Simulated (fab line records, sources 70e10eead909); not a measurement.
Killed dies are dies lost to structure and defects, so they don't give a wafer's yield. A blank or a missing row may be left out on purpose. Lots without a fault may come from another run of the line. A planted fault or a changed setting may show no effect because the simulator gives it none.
Chamber matching | flow nand_harc | NHARC_P_M0_PRE_CLEAN_31 on pecvd-04: 3 sister chambers
The step time 12 s. 3 wafers are shown with their chamber, then 7 later ones without.

WAFERS WITH THEIR CHAMBER
wafer  | chamber | heater_power_w (W)
L089.2 | 2       | 648
L089.4 | 1       | 668
L092.4 | 0       | 477

WAFERS WITHOUT THEIR CHAMBER
wafer  | heater_power_w (W)
L092.5 | 530
L094.1 | 617
L094.3 | 553
L094.5 | 475
L096.1 | 416
L096.5 | 405
L096.6 | 670

WHICH CHAMBER EACH WENT THROUGH
wafer  | from the rows above          | in truth
L092.5 | can't be placed: 0 or 2 or 1 | 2
L094.1 | can't be placed: 2 or 1      | 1
L094.3 | can't be placed: 0 or 2 or 1 | 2
L094.5 | 0                            | 0
L096.1 | 0                            | 0
L096.5 | 0                            | 0
L096.6 | can't be placed: 1 or 2      | 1
Placed correctly: 3 of 7. Can't be placed from these rows: 4 (the true chamber is among the candidates in 4). Placed wrongly: 0.
How it was worked out, from the rows above alone: a wafer's distance from a chamber is the root of the sum, over the readings, of the square of ((its reading less the chamber's mean) divided by the reading's scatter). The wafer belongs to the nearest chamber; if the next one is less than 2 further off, it can't be placed. A chamber's mean is the mean of its shown wafers. The scatter: with one shown wafer a chamber, the root of the mean of the squares of how far each hidden wafer lies from its nearest shown one.
